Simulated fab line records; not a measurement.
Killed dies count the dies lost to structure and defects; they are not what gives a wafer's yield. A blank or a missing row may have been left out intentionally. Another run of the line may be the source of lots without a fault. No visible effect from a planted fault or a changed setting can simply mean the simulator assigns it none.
What tool caused it? / flow n5Finfet / Sampling: 7 lots, 21 wafers, 8 of 1938 route steps

== WHAT EACH GAUGE READ, for each wafer ==
N5_BEOL_M3_OCD_MEAS_38. Usual: trenchDepthNm 55.4 nm, standard deviation 0.93.
lot=L815; measured=day 7 06:53; on=ocd-01; trenchDepthNm (nm)=55.3 55.3 55.1; flag=
lot=L820; measured=day 8 14:27; on=ocd-01; trenchDepthNm (nm)=57.3 55.2 56.4; flag=
lot=L829; measured=day 10 20:23; on=ocd-02; trenchDepthNm (nm)=- - -; flag=OFF
lot=L830; measured=day 11 03:06; on=ocd-01; trenchDepthNm (nm)=57.7 55.0 54.5; flag=
lot=L831; measured=day 11 23:04; on=ocd-02; trenchDepthNm (nm)=- - -; flag=OFF
lot=L832; measured=day 11 23:51; on=ocd-02; trenchDepthNm (nm)=- - -; flag=OFF
lot=L837; measured=day 13 18:01; on=ocd-02; trenchDepthNm (nm)=55.1 54.2 55.6; flag=

N5_BEOL_M3_CD_MEAS_35: target cd 18 nm, target cd y 21 nm. Usual: cdNm 18.08 nm, standard deviation 0.28.
lot=L815; measured=day 7 07:02; on=cdSem-01; cdNm (nm)=17.90 17.98 17.41; flag=
lot=L820; measured=day 8 14:36; on=cdSem-01; cdNm (nm)=18.32 18.36 18.16; flag=
lot=L829; measured=day 10 20:32; on=cdSem-01; cdNm (nm)=- - -; flag=OFF
lot=L830; measured=day 11 03:16; on=cdSem-02; cdNm (nm)=18.15 18.11 17.74; flag=
lot=L831; measured=day 11 23:13; on=cdSem-02; cdNm (nm)=- - -; flag=OFF
lot=L832; measured=day 12 00:01; on=cdSem-01; cdNm (nm)=- - -; flag=OFF
lot=L837; measured=day 13 18:10; on=cdSem-01; cdNm (nm)=18.09 17.94 17.77; flag=

N5_BEOL_M4_RC_MEAS_101. Usual: DIBL_N 35.7 mV/V, standard deviation 1.3; DIBL_P 35.4 mV/V, standard deviation 1.8; IOFF_N 0.152 nA/um, standard deviation 0.027; IOFF_P 0.20 nA/um, standard deviation 0.034; ION_N 672 uA/um, standard deviation 9.8; ION_P 461 uA/um, standard deviation 7.5; SS_N 71.4 mV/dec, standard deviation 0.55; SS_P 73.1 mV/dec, standard deviation 0.61; VT_N 251 mV, standard deviation 3.3; VT_P -251 mV, standard deviation 3.6.
lot=L815; measured=day 7 23:58; on=prober-01; DIBL_N (mV/V)=34.0 35.2 34.4; DIBL_P (mV/V)=32.5 34.1 34.2; IOFF_N (nA/um)=0.114 0.133 0.126; IOFF_P (nA/um)=0.16 0.18 0.18; ION_N (uA/um)=661 670 659; ION_P (uA/um)=457 464 452; SS_N (mV/dec)=70.3 70.6 71.3; SS_P (mV/dec)=72.7 73.5 73.0; VT_N (mV)=255 253 255; VT_P (mV)=-255 -251 -250; flag=
lot=L820; measured=day 9 08:35; on=prober-02; DIBL_N (mV/V)=35.7 35.7 35.1; DIBL_P (mV/V)=36.7 36.7 36.3; IOFF_N (nA/um)=0.162 0.163 0.152; IOFF_P (nA/um)=0.23 0.23 0.22; ION_N (uA/um)=680 678 678; ION_P (uA/um)=468 467 467; SS_N (mV/dec)=71.3 71.4 71.0; SS_P (mV/dec)=72.6 72.1 73.0; VT_N (mV)=247 247 249; VT_P (mV)=-247 -248 -247; flag=
lot=L830; measured=day 11 21:49; on=prober-01; DIBL_N (mV/V)=35.0 34.2 34.6; DIBL_P (mV/V)=34.7 32.8 33.7; IOFF_N (nA/um)=0.129 0.116 0.115; IOFF_P (nA/um)=0.19 0.16 0.17; ION_N (uA/um)=657 658 653; ION_P (uA/um)=458 456 453; SS_N (mV/dec)=71.1 71.4 70.1; SS_P (mV/dec)=73.4 72.4 72.1; VT_N (mV)=253 257 256; VT_P (mV)=-250 -252 -250; flag=
lot=L837; measured=day 14 06:29; on=prober-02; DIBL_N (mV/V)=34.8 33.8 35.4; DIBL_P (mV/V)=33.5 32.4 34.7; IOFF_N (nA/um)=0.121 0.104 0.132; IOFF_P (nA/um)=0.19 0.17 0.20; ION_N (uA/um)=674 653 668; ION_P (uA/um)=459 457 467; SS_N (mV/dec)=70.5 70.8 71.3; SS_P (mV/dec)=73.0 72.3 73.0; VT_N (mV)=254 259 252; VT_P (mV)=-252 -253 -249; flag=

== WHICH TOOL RAN EACH LOT (tool, then ch and the chambers of the sampled wafers, then the start) ==
lot=L815; N5_BEOL_M3_HM_DEP_02=pvdSputter-01, day 7 04:13; N5_BEOL_M3_ETCH_64=rieDiel-02 ch 0,1,3, day 7 04:48; N5_BEOL_M3_ETCH_69=rieDiel-03 ch 2,3, day 7 05:39; N5_BEOL_M3_ETCHBACK_99=rieDiel-04 ch 0,3, day 7 06:29; N5_BEOL_M3_TRENCH_ETCH_37=rieDiel-04 ch 0,3, day 7 06:53 or earlier
lot=L820; N5_BEOL_M3_HM_DEP_02=pvdSputter-01, day 8 12:20; N5_BEOL_M3_ETCH_64=rieDiel-03 ch 0,2,3, day 8 13:01; N5_BEOL_M3_ETCH_69=rieDiel-02 ch 0,1,2, day 8 13:52; N5_BEOL_M3_ETCHBACK_99=rieDiel-02 ch 1,2, day 8 14:04; N5_BEOL_M3_TRENCH_ETCH_37=rieDiel-02 ch 1,2, day 8 14:27 or earlier
lot=L829; N5_BEOL_M3_HM_DEP_02=pvdSputter-01, day 10 17:44; N5_BEOL_M3_ETCH_64=rieDiel-04 ch 1,2,3, day 10 18:28; N5_BEOL_M3_ETCH_69=rieDiel-03 ch 0,1,3, day 10 19:22; N5_BEOL_M3_ETCHBACK_99=rieDiel-03 ch 0,1, day 10 20:00; N5_BEOL_M3_TRENCH_ETCH_37=rieDiel-03 ch 0,1, day 10 20:23 or earlier
lot=L830; N5_BEOL_M3_HM_DEP_02=pvdSputter-03, day 10 23:40; N5_BEOL_M3_ETCH_64=rieDiel-04 ch 0,1,2, day 11 00:16; N5_BEOL_M3_ETCH_69=rieDiel-02 ch 0,2,3, day 11 01:10; N5_BEOL_M3_ETCHBACK_99=rieDiel-03 ch 0,1,2, day 11 02:43; N5_BEOL_M3_TRENCH_ETCH_37=rieDiel-03 ch 0,1,2, day 11 03:06 or earlier
lot=L831; N5_BEOL_M3_HM_DEP_02=pvdSputter-01, day 11 20:14; N5_BEOL_M3_ETCH_64=rieDiel-04 ch 1,2, day 11 21:13; N5_BEOL_M3_ETCH_69=rieDiel-02 ch 2,3, day 11 22:25; N5_BEOL_M3_ETCHBACK_99=rieDiel-04 ch 0,1,2, day 11 22:41; N5_BEOL_M3_TRENCH_ETCH_37=rieDiel-04 ch 0,1,2, day 11 23:04 or earlier
lot=L832; N5_BEOL_M3_HM_DEP_02=pvdSputter-01, day 11 21:01; N5_BEOL_M3_ETCH_64=rieDiel-02 ch 0,1,3, day 11 21:46; N5_BEOL_M3_ETCH_69=rieDiel-04 ch 0,1,2, day 11 23:05; N5_BEOL_M3_ETCHBACK_99=rieDiel-02 ch 1,2,3, day 11 23:28; N5_BEOL_M3_TRENCH_ETCH_37=rieDiel-02 ch 1,2,3, day 11 23:51 or earlier
lot=L837; N5_BEOL_M3_HM_DEP_02=pvdSputter-02, day 13 15:14; N5_BEOL_M3_ETCH_64=rieDiel-04 ch 1,2, day 13 15:50; N5_BEOL_M3_ETCH_69=rieDiel-02 ch 1,3, day 13 16:40; N5_BEOL_M3_ETCHBACK_99=rieDiel-04 ch 0,1,2, day 13 17:38; N5_BEOL_M3_TRENCH_ETCH_37=rieDiel-04 ch 0,1,2, day 13 18:01 or earlier
- N5_BEOL_M3_HM_DEP_02: deposits TiN, target thk 20 nm.
- N5_BEOL_M3_ETCH_64: etches SOC in N2/H2, target depth 75 nm, overetch 15 nm, time 112.5 s.
- N5_BEOL_M3_ETCH_69: etches SiARC in CF4, target depth 15.6 nm, time 26 s.
- N5_BEOL_M3_ETCHBACK_99: etches SiO2 in CHF3, target depth 5 nm, time 10.4 s.
- N5_BEOL_M3_TRENCH_ETCH_37: etches SiOC in C4F6/O2, target depth 55.555 nm, time 29.2 s.

== WHAT THE TOOLS THEMSELVES READ (means of the sampled wafers that have a number; where no wafer has one, the mark that the record gives instead) ==
N5_BEOL_M3_HM_DEP_02. Usual: throttleValvePct 29.9 %, standard deviation 0.72.
lot=L815; tool=pvdSputter-01; throttleValvePct (%)=29.9; flag=
lot=L820; tool=pvdSputter-01; throttleValvePct (%)=30.3; flag=
lot=L829; tool=pvdSputter-01; throttleValvePct (%)=30.1; flag=
lot=L830; tool=pvdSputter-03; throttleValvePct (%)=29.9; flag=
lot=L831; tool=pvdSputter-01; throttleValvePct (%)=30.1; flag=
lot=L832; tool=pvdSputter-01; throttleValvePct (%)=30.2; flag=
lot=L837; tool=pvdSputter-02; throttleValvePct (%)=29.6; flag=

N5_BEOL_M3_ETCH_64. Usual: chamberPressureMTorr 30.00 mTorr, standard deviation 0.034; drypumpMotorCurrentA 5.8 A, standard deviation 0.45; oesProductAu 0.62 a.u., standard deviation 0.074; rfVppV 522.9 V, standard deviation 2.6; showerheadPlenumPTorr 2.51 Torr, standard deviation 0.087; throttleValvePct 17.75 %, standard deviation 0.27.
lot=L815; tool=rieDiel-02; chamberPressureMTorr (mTorr)=30.01; drypumpMotorCurrentA (A)=5.9; oesProductAu (a.u.)=0.59; rfVppV (V)=522.4; showerheadPlenumPTorr (Torr)=2.50; throttleValvePct (%)=17.72; flag=
lot=L820; tool=rieDiel-03; chamberPressureMTorr (mTorr)=29.99; drypumpMotorCurrentA (A)=6.2; oesProductAu (a.u.)=0.60; rfVppV (V)=520.7; showerheadPlenumPTorr (Torr)=2.44; throttleValvePct (%)=17.85; flag=
lot=L829; tool=rieDiel-04; chamberPressureMTorr (mTorr)=30.00; drypumpMotorCurrentA (A)=5.9; oesProductAu (a.u.)=0.63; rfVppV (V)=524.0; showerheadPlenumPTorr (Torr)=2.55; throttleValvePct (%)=17.84; flag=
lot=L830; tool=rieDiel-04; chamberPressureMTorr (mTorr)=30.02; drypumpMotorCurrentA (A)=5.8; oesProductAu (a.u.)=0.63; rfVppV (V)=524.6; showerheadPlenumPTorr (Torr)=2.55; throttleValvePct (%)=17.85; flag=
lot=L831; tool=rieDiel-04; chamberPressureMTorr (mTorr)=29.99; drypumpMotorCurrentA (A)=6.0; oesProductAu (a.u.)=0.63; rfVppV (V)=524.4; showerheadPlenumPTorr (Torr)=2.59; throttleValvePct (%)=17.75; flag=
lot=L832; tool=rieDiel-02; chamberPressureMTorr (mTorr)=29.97; drypumpMotorCurrentA (A)=5.9; oesProductAu (a.u.)=0.63; rfVppV (V)=522.2; showerheadPlenumPTorr (Torr)=2.49; throttleValvePct (%)=17.63; flag=
lot=L837; tool=rieDiel-04; chamberPressureMTorr (mTorr)=29.98; drypumpMotorCurrentA (A)=5.8; oesProductAu (a.u.)=0.66; rfVppV (V)=524.1; showerheadPlenumPTorr (Torr)=2.53; throttleValvePct (%)=17.72; flag=

N5_BEOL_M3_ETCH_69. Usual: chamberPressureMTorr 40.00 mTorr, standard deviation 0.039; drypumpMotorCurrentA 5.8 A, standard deviation 0.43; etchRfOnTimeS 26.0 s, standard deviation 0.42; oesProductAu 0.66 a.u., standard deviation 0.079; rfVppV 183.8 V, standard deviation 1.1; showerheadPlenumPTorr 2.11 Torr, standard deviation 0.066; throttleValvePct 15.59 %, standard deviation 0.28.
lot=L815; tool=rieDiel-03; chamberPressureMTorr (mTorr)=40.01; drypumpMotorCurrentA (A)=6.2; etchRfOnTimeS (s)=26.0; oesProductAu (a.u.)=0.67; rfVppV (V)=183.9; showerheadPlenumPTorr (Torr)=2.07; throttleValvePct (%)=15.56; flag=
lot=L820; tool=rieDiel-02; chamberPressureMTorr (mTorr)=39.99; drypumpMotorCurrentA (A)=5.5; etchRfOnTimeS (s)=25.8; oesProductAu (a.u.)=0.71; rfVppV (V)=183.3; showerheadPlenumPTorr (Torr)=2.08; throttleValvePct (%)=15.37; flag=
lot=L829; tool=rieDiel-03; chamberPressureMTorr (mTorr)=39.99; drypumpMotorCurrentA (A)=5.7; etchRfOnTimeS (s)=25.7; oesProductAu (a.u.)=0.71; rfVppV (V)=184.1; showerheadPlenumPTorr (Torr)=2.10; throttleValvePct (%)=15.56; flag=
lot=L830; tool=rieDiel-02; chamberPressureMTorr (mTorr)=40.00; drypumpMotorCurrentA (A)=5.7; etchRfOnTimeS (s)=25.8; oesProductAu (a.u.)=0.73; rfVppV (V)=183.3; showerheadPlenumPTorr (Torr)=2.14; throttleValvePct (%)=15.34; flag=
lot=L831; tool=rieDiel-02; chamberPressureMTorr (mTorr)=40.03; drypumpMotorCurrentA (A)=5.9; etchRfOnTimeS (s)=25.9; oesProductAu (a.u.)=0.76; rfVppV (V)=184.1; showerheadPlenumPTorr (Torr)=2.15; throttleValvePct (%)=15.10; flag=
lot=L832; tool=rieDiel-04; chamberPressureMTorr (mTorr)=40.01; drypumpMotorCurrentA (A)=5.8; etchRfOnTimeS (s)=25.9; oesProductAu (a.u.)=0.67; rfVppV (V)=184.5; showerheadPlenumPTorr (Torr)=2.15; throttleValvePct (%)=15.69; flag=
lot=L837; tool=rieDiel-02; chamberPressureMTorr (mTorr)=40.00; drypumpMotorCurrentA (A)=6.1; etchRfOnTimeS (s)=25.8; oesProductAu (a.u.)=0.71; rfVppV (V)=183.7; showerheadPlenumPTorr (Torr)=2.11; throttleValvePct (%)=15.17; flag=

N5_BEOL_M3_ETCHBACK_99. Usual: chamberPressureMTorr 30.002 mTorr, standard deviation 0.026; drypumpMotorCurrentA 5.8 A, standard deviation 0.4; oesProductAu 0.77 a.u., standard deviation 0.091; rfVppV 240.0 V, standard deviation 2.5; showerheadPlenumPTorr 2.12 Torr, standard deviation 0.068; throttleValvePct 17.07 %, standard deviation 0.26.
lot=L815; tool=rieDiel-04; chamberPressureMTorr (mTorr)=30.015; drypumpMotorCurrentA (A)=5.7; oesProductAu (a.u.)=0.72; rfVppV (V)=238.9; showerheadPlenumPTorr (Torr)=2.13; throttleValvePct (%)=17.28; flag=
lot=L820; tool=rieDiel-02; chamberPressureMTorr (mTorr)=29.999; drypumpMotorCurrentA (A)=5.3; oesProductAu (a.u.)=0.91; rfVppV (V)=238.4; showerheadPlenumPTorr (Torr)=2.07; throttleValvePct (%)=16.57; flag=
lot=L829; tool=rieDiel-03; chamberPressureMTorr (mTorr)=30.008; drypumpMotorCurrentA (A)=5.2; oesProductAu (a.u.)=0.33; rfVppV (V)=241.4; showerheadPlenumPTorr (Torr)=2.16; throttleValvePct (%)=16.92; flag=OFF
lot=L830; tool=rieDiel-03; chamberPressureMTorr (mTorr)=29.996; drypumpMotorCurrentA (A)=5.7; oesProductAu (a.u.)=0.80; rfVppV (V)=240.8; showerheadPlenumPTorr (Torr)=2.11; throttleValvePct (%)=17.06; flag=
lot=L831; tool=rieDiel-04; chamberPressureMTorr (mTorr)=29.997; drypumpMotorCurrentA (A)=5.8; oesProductAu (a.u.)=0.29; rfVppV (V)=241.0; showerheadPlenumPTorr (Torr)=2.16; throttleValvePct (%)=17.09; flag=OFF
lot=L832; tool=rieDiel-02; chamberPressureMTorr (mTorr)=30.002; drypumpMotorCurrentA (A)=5.7; oesProductAu (a.u.)=0.31; rfVppV (V)=239.8; showerheadPlenumPTorr (Torr)=2.09; throttleValvePct (%)=16.57; flag=OFF
lot=L837; tool=rieDiel-04; chamberPressureMTorr (mTorr)=30.002; drypumpMotorCurrentA (A)=5.8; oesProductAu (a.u.)=0.75; rfVppV (V)=241.4; showerheadPlenumPTorr (Torr)=2.15; throttleValvePct (%)=17.16; flag=

N5_BEOL_M3_TRENCH_ETCH_37. Usual: chamberPressureMTorr 30.00 mTorr, standard deviation 0.03; drypumpMotorCurrentA 5.8 A, standard deviation 0.4; oesProductAu 0.77 a.u., standard deviation 0.091; rfVppV 663 V, standard deviation 6.4; showerheadPlenumPTorr 2.81 Torr, standard deviation 0.086; throttleValvePct 20.85 %, standard deviation 0.26.
lot=L815; tool=rieDiel-04; chamberPressureMTorr (mTorr)=29.99; drypumpMotorCurrentA (A)=5.7; oesProductAu (a.u.)=0.72; rfVppV (V)=663; showerheadPlenumPTorr (Torr)=2.82; throttleValvePct (%)=21.04; flag=
lot=L820; tool=rieDiel-02; chamberPressureMTorr (mTorr)=30.01; drypumpMotorCurrentA (A)=5.4; oesProductAu (a.u.)=0.90; rfVppV (V)=659; showerheadPlenumPTorr (Torr)=2.75; throttleValvePct (%)=20.35; flag=
lot=L829; tool=rieDiel-03; chamberPressureMTorr (mTorr)=30.01; drypumpMotorCurrentA (A)=5.2; oesProductAu (a.u.)=0.89; rfVppV (V)=668; showerheadPlenumPTorr (Torr)=2.85; throttleValvePct (%)=20.76; flag=
lot=L830; tool=rieDiel-03; chamberPressureMTorr (mTorr)=30.00; drypumpMotorCurrentA (A)=5.7; oesProductAu (a.u.)=0.80; rfVppV (V)=665; showerheadPlenumPTorr (Torr)=2.79; throttleValvePct (%)=20.84; flag=
lot=L831; tool=rieDiel-04; chamberPressureMTorr (mTorr)=30.00; drypumpMotorCurrentA (A)=5.8; oesProductAu (a.u.)=0.77; rfVppV (V)=666; showerheadPlenumPTorr (Torr)=2.85; throttleValvePct (%)=20.91; flag=
lot=L832; tool=rieDiel-02; chamberPressureMTorr (mTorr)=30.02; drypumpMotorCurrentA (A)=5.7; oesProductAu (a.u.)=0.85; rfVppV (V)=663; showerheadPlenumPTorr (Torr)=2.77; throttleValvePct (%)=20.36; flag=
lot=L837; tool=rieDiel-04; chamberPressureMTorr (mTorr)=29.99; drypumpMotorCurrentA (A)=5.8; oesProductAu (a.u.)=0.76; rfVppV (V)=667; showerheadPlenumPTorr (Torr)=2.84; throttleValvePct (%)=20.94; flag=

== THE ANSWER, worked out from the rows above alone ==
Rule: a lot counts as off when the mean over its wafers that have a number is more than 3 standard deviations away from the usual mean. Also off: a lot with no number at a reading for which 4 or more lots have one. The other lots that the step has rows for count as sound. The gauges are gone through in route order, then the tools' own readings, and for those a lot's mean is taken as printed above. The first step at which some lot is off is used, and at that step the reading that is off furthest; a lot without a number counts as furthest.
Off at N5_BEOL_M3_OCD_MEAS_38 (trenchDepthNm): L829, L831, L832. Without a number there: L829, L831, L832.
A tool fits if, at a process step before that reading, it ran every lot that is off, and no sound lot after the first of them. Not tried: the gauges at N5_BEOL_M3_OCD_MEAS_38; whatever is off there is also off at N5_BEOL_M3_CD_MEAS_35, on other tools, and gauge error can't account for it. Because N5_BEOL_M3_TRENCH_ETCH_37 lacks a start for some lots, the hours and order of its lots are taken from N5_BEOL_M3_OCD_MEAS_38. One candidate fits, namely pvdSputter-01 at N5_BEOL_M3_HM_DEP_02. Its last sound lot is L820 (day 8 12:20), its first lot that is off L829 (day 10 17:44): a fault that began between those two fits.

== WHAT HAD BEEN PUT IN BY THE SIMULATOR ==
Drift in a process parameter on pvdSputter-01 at N5_BEOL_M3_HM_DEP_02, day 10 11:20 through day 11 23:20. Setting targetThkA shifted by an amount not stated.
Struck lots among those shown: L829, L831, L832. The same result came from the rule above.
